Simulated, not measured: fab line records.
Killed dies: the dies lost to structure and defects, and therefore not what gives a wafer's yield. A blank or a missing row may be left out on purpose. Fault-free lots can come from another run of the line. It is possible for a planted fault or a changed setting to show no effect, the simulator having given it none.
Which of the tools did it?	flow n5Finfet	21 lots with 63 wafers sampled at 6 steps, on a route of 1938 steps

== WHAT EACH GAUGE READ, for each wafer ==
No reading from a measuring or inspecting step in the record can be judged against a usual standard deviation.

== WHICH TOOL RAN EACH LOT (tool, then ch and the chambers of the sampled wafers, then the start) ==
lot	N5_FIN_CUT_PRECLEAN_35	N5_STI_FIN_REVEAL_CMP_04	N5_STI_FIN_REVEAL_DENSIFY_30	N5_SD_EPI_N_ETCH_34	N5_SD_EPI_N_ETCH_45	N5_SD_EPI_P_DESCUM_14
L074	vaporEtch-02 ch 0,1, day 2 03:58	cmp-02 ch 0,2,3, day 2 10:13	rtpAnneal-02 ch 0, day 2 10:29	rieDiel-05 ch 0,1,2, day 3 02:37	rieDiel-05 ch 0,1,2, day 3 03:06	rieDiel-03 ch 1,2,3, day 3 07:16
L075	vaporEtch-02 ch 0, day 2 08:59	cmp-02 ch 1,2,3, day 2 15:04	rtpAnneal-02 ch 0, day 2 15:25	rieDiel-01 ch 0,3, day 3 06:09	rieDiel-01 ch 0,3, day 3 06:38	rieDiel-04 ch 0,2, day 3 11:56
L077	vaporEtch-02 ch 0,1, day 2 21:41	cmp-01 ch 0,1, day 3 03:51	rtpAnneal-01 ch 0, day 3 04:20	rieDiel-02 ch 0,3, day 3 19:40	rieDiel-02 ch 0,3, day 3 20:09	rieDiel-03 ch 0,2, day 4 00:19
L078	vaporEtch-02 ch 0,1, day 3 03:22	cmp-01 ch 2,3, day 3 09:26	rtpAnneal-01 ch 0, day 3 09:45	rieDiel-01 ch 0,1,3, day 4 00:53	rieDiel-01 ch 0,1,3, day 4 01:22	rieDiel-06 ch 0,1,2, day 4 05:17
L079	vaporEtch-01 ch 0,1, day 3 11:51	cmp-02 ch 0,1,2, day 3 17:43	rtpAnneal-01 ch 0, day 3 18:04	rieDiel-02 ch 0,2, day 4 09:01	rieDiel-02 ch 0,2, day 4 09:29	rieDiel-06 ch 0,2,3, day 4 13:24
L080	vaporEtch-02 ch 0,1, day 3 20:06	cmp-03 ch 0,1,2, day 4 01:37	rtpAnneal-02 ch 0, day 4 01:56	rieDiel-05 ch 0,1,3, day 4 17:43	rieDiel-05 ch 0,1,3, day 4 18:11	rieDiel-06 ch 0,1,2, day 4 22:17
L081	vaporEtch-01 ch 0,1, day 3 22:20	cmp-01 ch 1,2,3, day 4 04:58	rtpAnneal-02 ch 0, day 4 05:11	rieDiel-02 ch 2,3, day 4 20:37	rieDiel-02 ch 2,3, day 4 21:06	rieDiel-03 ch 0,1,3, day 5 01:16
L082	vaporEtch-02 ch 0,1, day 4 04:02	cmp-02 ch 0,2,3, day 4 09:58	rtpAnneal-01 ch 0, day 4 10:13	rieDiel-05 ch 0,1, day 5 00:55	rieDiel-05 ch 0,1, day 5 01:23	rieDiel-06 ch 0,2,3, day 5 05:35
L083	vaporEtch-02 ch 0,1, day 4 10:22	cmp-02 ch 1,2,3, day 4 15:55	rtpAnneal-01 ch 0, day 4 16:12	rieDiel-05 ch 0,2,3, day 5 09:46	rieDiel-05 ch 0,2,3, day 5 10:15	rieDiel-03 ch 1,3, day 5 14:22
L084	vaporEtch-02 ch 0,1, day 4 15:55	cmp-01 ch 1,2,3, day 4 22:39	rtpAnneal-02 ch 0, day 4 22:58	rieDiel-05 ch 0,1,3, day 5 15:01	rieDiel-05 ch 0,1,3, day 5 15:29	rieDiel-04 ch 1,2, day 5 19:25
L085	vaporEtch-01 ch 0,1, day 5 00:28	cmp-02 ch 0,1,3, day 5 06:43	rtpAnneal-02 ch 0, day 5 07:04	rieDiel-02 ch 0,2,3, day 5 21:40	rieDiel-02 ch 0,2,3, day 5 22:09	rieDiel-06 ch 1,2, day 6 01:59
L086	vaporEtch-02 ch 0,1, day 5 05:35	cmp-01 ch 0,2,3, day 5 11:08	rtpAnneal-01 ch 0, day 5 11:26	rieDiel-02 ch 2,3, day 6 04:17	rieDiel-02 ch 2,3, day 6 04:46	rieDiel-06 ch 0,2,3, day 6 08:47
L087	vaporEtch-02 ch 0,1, day 5 12:15	cmp-03 ch 1,3, day 5 17:51	rtpAnneal-01 ch 0, day 5 18:11	rieDiel-05 ch 2,3, day 6 08:43	rieDiel-05 ch 2,3, day 6 09:12	rieDiel-03 ch 0,1, day 6 13:10
L088	vaporEtch-01 ch 0,1, day 5 16:14	cmp-02 ch 0,2,3, day 5 21:47	rtpAnneal-02 ch 0, day 5 22:04	rieDiel-05 ch 1,3, day 6 14:47	rieDiel-05 ch 1,3, day 6 15:16	rieDiel-04 ch 1,2,3, day 6 19:35
L089	vaporEtch-02 ch 0, day 5 21:52	cmp-02 ch 0,2, day 6 03:38	rtpAnneal-01 ch 0, day 6 04:07	rieDiel-05 ch 1,2, day 6 19:43	rieDiel-05 ch 1,2, day 6 20:11	rieDiel-04 ch 0,3, day 7 01:22
L090	vaporEtch-01 ch 0,1, day 6 03:45	cmp-01 ch 1,2,3, day 6 09:19	rtpAnneal-01 ch 0, day 6 09:49	rieDiel-01 ch 1,3, day 7 01:57	rieDiel-01 ch 1,3, day 7 02:26	rieDiel-03 ch 0,1,3, day 7 06:15
L091	vaporEtch-01 ch 0,1, day 6 10:08	cmp-03 ch 0,3, day 6 15:44	rtpAnneal-02 ch 0, day 6 16:01	rieDiel-01 ch 0,1,3, day 7 08:05	rieDiel-01 ch 0,1,3, day 7 08:34	rieDiel-03 ch 0,3, day 7 13:54
L092	vaporEtch-02 ch 0,1, day 6 16:14	cmp-02 ch 0,3, day 6 21:43	rtpAnneal-01 ch 0, day 6 22:08	rieDiel-01 ch 2,3, day 7 12:33	rieDiel-01 ch 2,3, day 7 13:02	rieDiel-04 ch 2,3, day 7 16:57
L093	vaporEtch-01 ch 0,1, day 6 22:58	cmp-01 ch 1,2, day 7 04:30	rtpAnneal-01 ch 0, day 7 04:50	rieDiel-02 ch 0,2,3, day 7 19:19	rieDiel-02 ch 0,2,3, day 7 19:48	rieDiel-03 ch 0,2, day 8 01:28
L094	vaporEtch-02 ch 1, day 7 04:28	cmp-02 ch 2,3, day 7 10:00	rtpAnneal-02 ch 0, day 7 10:19	rieDiel-02 ch 0,1,3, day 8 01:08	rieDiel-02 ch 0,1,3, day 8 01:37	rieDiel-03 ch 0,2, day 8 05:45
L097	vaporEtch-01 ch 0,1, day 7 21:50	cmp-02 ch 0,1,3, day 8 03:23	rtpAnneal-01 ch 0, day 8 03:43	rieDiel-02 ch 0,1,2, day 8 22:16	rieDiel-02 ch 0,1,2, day 8 22:46	rieDiel-06 ch 2,3, day 9 02:53
- N5_FIN_CUT_PRECLEAN_35: cleans in vHF, time 13.3 s.
- N5_STI_FIN_REVEAL_CMP_04: polishes, stops on Si3N4, t overpolish 4 s, target thk 131.83 nm.
- N5_STI_FIN_REVEAL_DENSIFY_30
- N5_SD_EPI_N_ETCH_34: etches SiARC in CF4, target depth 45.5 nm, time 75.8 s.
- N5_SD_EPI_N_ETCH_45: etches SiOCN in CH3F/O2, target depth 6 nm.
- N5_SD_EPI_P_DESCUM_14: chemistry O2, time 7.9 s.

== WHAT THE TOOLS THEMSELVES READ (means of the sampled wafers that have a number; where no wafer has one, the mark that the record gives instead) ==
N5_FIN_CUT_PRECLEAN_35. Usual: drypumpMotorCurrentA 5.8 A, standard deviation 0.45; forelinePTorr 0.1280 Torr, standard deviation 0.00049.
lot	tool	drypumpMotorCurrentA (A)	forelinePTorr (Torr)	flag
L074	vaporEtch-02	6.2	0.1289	
L075	vaporEtch-02	6.3	0.1283	
L077	vaporEtch-02	6.1	0.1281	
L078	vaporEtch-02	6.2	0.1272	
L079	vaporEtch-01	5.2	0.1283	
L080	vaporEtch-02	6.1	0.1283	
L081	vaporEtch-01	5.2	0.1284	
L082	vaporEtch-02	6.1	0.1273	
L083	vaporEtch-02	6.2	0.1281	
L084	vaporEtch-02	6.1	0.1283	
L085	vaporEtch-01	5.4	0.1279	
L086	vaporEtch-02	6.1	0.1280	
L087	vaporEtch-02	6.2	0.1274	
L088	vaporEtch-01	5.4	0.1280	
L089	vaporEtch-02	6.2	0.1278	
L090	vaporEtch-01	5.4	0.1279	
L091	vaporEtch-01	5.4	0.1279	
L092	vaporEtch-02	6.2	0.1279	
L093	vaporEtch-01	5.2	0.1282	
L094	vaporEtch-02	6.0	0.1280	
L097	vaporEtch-01	5.4	0.1281	

N5_STI_FIN_REVEAL_CMP_04. Usual: motorCurrentA 8.6 A, standard deviation 0.62; overpolishRunS 4.000 s, standard deviation 0.0084; timeToEndpointS 103 s, standard deviation 5.1.
lot	tool	motorCurrentA (A)	overpolishRunS (s)	timeToEndpointS (s)	flag
L074	cmp-02	8.9	4.005	100	
L075	cmp-02	9.1	3.996	97	
L077	cmp-01	8.4	4.008	103	
L078	cmp-01	8.1	3.995	111	
L079	cmp-02	8.8	3.997	100	
L080	cmp-03	8.3	3.996	110	
L081	cmp-01	8.3	3.996	108	
L082	cmp-02	8.9	4.001	102	
L083	cmp-02	9.2	4.003	98	
L084	cmp-01	8.2	4.005	105	
L085	cmp-02	9.0	4.001	101	
L086	cmp-01	8.0	4.003	103	
L087	cmp-03	9.2	4.000	105	
L088	cmp-02	8.6	4.000	97	
L089	cmp-02	8.7	3.993	100	
L090	cmp-01	8.3	3.993	102	
L091	cmp-03	8.0	3.995	110	
L092	cmp-02	8.7	3.995	98	
L093	cmp-01	8.4	4.001	101	
L094	cmp-02	8.8	4.001	100	
L097	cmp-02	8.9	3.993	100	

N5_STI_FIN_REVEAL_DENSIFY_30. Usual: lampPowerPct 11.53 %, standard deviation 0.05; lamp_zone_2_pct 11.528 %, standard deviation 0.016.
lot	tool	lampPowerPct (%)	lamp_zone_2_pct (%)	flag
L074	rtpAnneal-02	11.57	11.516	
L075	rtpAnneal-02	11.51	11.536	
L077	rtpAnneal-01	11.52	11.533	
L078	rtpAnneal-01	11.55	11.530	
L079	rtpAnneal-01	11.49	11.527	
L080	rtpAnneal-02	11.50	11.530	
L081	rtpAnneal-02	11.58	11.546	
L082	rtpAnneal-01	11.53	11.517	
L083	rtpAnneal-01	11.55	11.527	
L084	rtpAnneal-02	11.53	11.522	
L085	rtpAnneal-02	11.48	11.529	
L086	rtpAnneal-01	11.49	11.537	
L087	rtpAnneal-01	11.55	11.511	
L088	rtpAnneal-02	11.46	11.531	
L089	rtpAnneal-01	11.57	11.520	
L090	rtpAnneal-01	11.54	11.532	
L091	rtpAnneal-02	11.50	11.519	
L092	rtpAnneal-01	11.56	11.525	
L093	rtpAnneal-01	11.52	11.536	
L094	rtpAnneal-02	11.51	11.530	
L097	rtpAnneal-01	11.57	11.543	

N5_SD_EPI_N_ETCH_34. Usual: biasW 36.01 W (standard deviation 0.095); drypumpMotorCurrentA 5.9 A (standard deviation 0.5); etchRfOnTimeS 75.3 s (standard deviation 1.8); oesProductAu 0.66 a.u. (standard deviation 0.074); rfVppV 184.3 V (standard deviation 1.3); showerheadPlenumPTorr 2.17 Torr (standard deviation 0.078); throttleValvePct 15.55 % (standard deviation 0.23).
lot	tool	biasW (W)	drypumpMotorCurrentA (A)	etchRfOnTimeS (s)	oesProductAu (a.u.)	rfVppV (V)	showerheadPlenumPTorr (Torr)	throttleValvePct (%)	flag
L074	rieDiel-05	35.96	5.9	75.9	0.62	185.0	2.19	15.61	
L075	rieDiel-01	35.95	5.7	74.9	0.76	183.6	2.13	15.41	
L077	rieDiel-02	36.06	6.2	76.3	0.62	183.0	2.17	15.56	
L078	rieDiel-01	35.99	6.0	75.2	0.72	184.6	2.18	15.48	
L079	rieDiel-02	36.05	5.9	74.9	0.70	184.3	2.18	15.39	
L080	rieDiel-05	35.99	6.1	74.4	0.62	183.8	2.12	15.57	
L081	rieDiel-02	35.87	5.9	74.3	0.82	185.2	2.25	15.53	
L082	rieDiel-05	35.97	6.2	76.3	0.62	184.2	2.15	15.47	
L083	rieDiel-05	35.91	5.8	74.7	0.62	184.4	2.16	15.76	
L084	rieDiel-05	36.05	6.1	74.4	0.62	183.6	2.12	15.59	
L085	rieDiel-02	36.03	6.0	74.3	0.72	185.5	2.22	15.48	
L086	rieDiel-02	35.98	5.9	73.5	0.79	185.1	2.25	15.56	
L087	rieDiel-05	36.05	6.0	73.8	0.62	183.9	2.10	15.66	
L088	rieDiel-05	35.99	6.3	73.5	0.62	183.0	2.07	15.48	
L089	rieDiel-05	36.02	6.2	76.5	0.62	183.6	2.15	15.44	
L090	rieDiel-01	36.01	5.4	73.2	0.74	183.7	2.16	15.41	
L091	rieDiel-01	36.02	6.0	75.1	0.70	185.1	2.17	15.53	
L092	rieDiel-01	36.10	5.0	75.1	0.70	184.3	2.09	15.44	
L093	rieDiel-02	36.06	5.9	74.4	0.70	185.4	2.22	15.52	
L094	rieDiel-02	36.01	6.3	75.1	0.73	185.2	2.26	15.42	
L097	rieDiel-02	36.09	6.2	75.0	0.69	185.7	2.21	15.41	

N5_SD_EPI_N_ETCH_45. Usual: biasW 28.99 W, standard deviation 0.09; drypumpMotorCurrentA 5.9 A, standard deviation 0.5; oesProductAu 0.77 a.u., standard deviation 0.085; rfVppV 127.6 V, standard deviation 1.1; showerheadPlenumPTorr 2.02 Torr, standard deviation 0.076; throttleValvePct 23.26 %, standard deviation 0.29.
lot	tool	biasW (W)	drypumpMotorCurrentA (A)	oesProductAu (a.u.)	rfVppV (V)	showerheadPlenumPTorr (Torr)	throttleValvePct (%)	flag
L074	rieDiel-05	28.95	5.9	0.73	128.1	2.05	23.36	
L075	rieDiel-01	29.07	5.7	0.88	126.8	1.99	23.21	
L077	rieDiel-02	29.01	6.1	0.72	128.4	2.01	23.14	
L078	rieDiel-01	29.03	6.0	0.85	127.6	2.03	23.31	
L079	rieDiel-02	28.88	5.8	0.82	127.7	2.04	23.09	
L080	rieDiel-05	29.02	6.1	0.72	126.9	1.98	23.21	
L081	rieDiel-02	28.96	5.9	0.96	128.4	2.10	23.37	
L082	rieDiel-05	28.95	6.2	0.72	128.6	2.01	23.10	
L083	rieDiel-05	28.98	5.8	0.72	128.2	2.01	23.49	
L084	rieDiel-05	29.04	6.1	0.72	126.8	1.98	23.23	
L085	rieDiel-02	28.99	5.9	0.83	128.2	2.07	23.22	
L086	rieDiel-02	28.85	5.9	0.91	128.0	2.10	23.39	
L087	rieDiel-05	28.96	6.0	0.73	126.7	1.95	23.33	
L088	rieDiel-05	28.99	6.3	0.72	126.9	1.92	23.08	
L089	rieDiel-05	28.93	6.2	0.72	127.7	2.01	23.12	
L090	rieDiel-01	28.95	5.5	0.85	128.3	2.01	23.18	
L091	rieDiel-01	29.00	6.0	0.82	126.8	2.02	23.35	
L092	rieDiel-01	28.93	5.0	0.81	126.4	1.94	23.16	
L093	rieDiel-02	29.11	6.0	0.81	128.5	2.06	23.23	
L094	rieDiel-02	28.98	6.2	0.85	128.3	2.10	23.12	
L097	rieDiel-02	29.05	6.1	0.82	128.1	2.06	23.04	

N5_SD_EPI_P_DESCUM_14. Usual: drypumpMotorCurrentA 5.9 A, standard deviation 0.37; oesProductAu 0.74 a.u., standard deviation 0.055; rfVppV 243.6 V, standard deviation 1.4; showerheadPlenumPTorr 2.12 Torr, standard deviation 0.061; throttleValvePct 20.54 %, standard deviation 0.24.
lot	tool	drypumpMotorCurrentA (A)	oesProductAu (a.u.)	rfVppV (V)	showerheadPlenumPTorr (Torr)	throttleValvePct (%)	flag
L074	rieDiel-03	5.9	0.76	243.4	2.12	20.35	
L075	rieDiel-04	6.3	0.77	243.5	2.15	20.43	
L077	rieDiel-03	6.0	0.76	244.0	2.14	20.66	
L078	rieDiel-06	5.4	0.78	242.6	2.08	20.54	
L079	rieDiel-06	5.6	0.76	242.6	2.04	20.58	
L080	rieDiel-06	5.4	0.77	243.2	2.08	20.56	
L081	rieDiel-03	6.1	0.71	243.7	2.17	20.54	
L082	rieDiel-06	5.6	0.76	242.6	2.04	20.59	
L083	rieDiel-03	5.9	0.71	244.7	2.16	20.40	
L084	rieDiel-04	6.3	0.74	244.5	2.17	20.42	
L085	rieDiel-06	5.4	0.78	243.6	2.09	20.47	
L086	rieDiel-06	5.6	0.75	241.8	2.04	20.60	
L087	rieDiel-03	5.9	0.71	244.6	2.16	20.57	
L088	rieDiel-04	6.0	0.74	244.5	2.16	20.57	
L089	rieDiel-04	5.8	0.83	244.1	2.14	20.25	
L090	rieDiel-03	6.1	0.70	244.1	2.16	20.58	
L091	rieDiel-03	6.2	0.69	244.7	2.16	20.73	
L092	rieDiel-04	5.7	0.73	243.8	2.16	20.73	
L093	rieDiel-03	5.9	0.78	243.0	2.09	20.51	
L094	rieDiel-03	5.9	0.78	242.7	2.09	20.52	
L097	rieDiel-06	5.8	0.74	241.4	2.00	20.58	

== THE ANSWER, worked out from the rows above alone ==
Rule: lot off if the mean of its wafers having a number is beyond 3 standard deviations from the usual mean. A lot without any number at a reading at which 4 lots or more have one is off too. The other lots that the step has rows for count as sound. The gauges are gone through in route order, then the tools' own readings, and for those a lot's mean is taken as printed above. At the first step where some lot is off, the reading lying furthest off is the one used; lots without a number count as furthest.
None of the lots is off at any reading shown; this tells nothing.

== WHAT WAS PUT IN BY THE SIMULATOR ==
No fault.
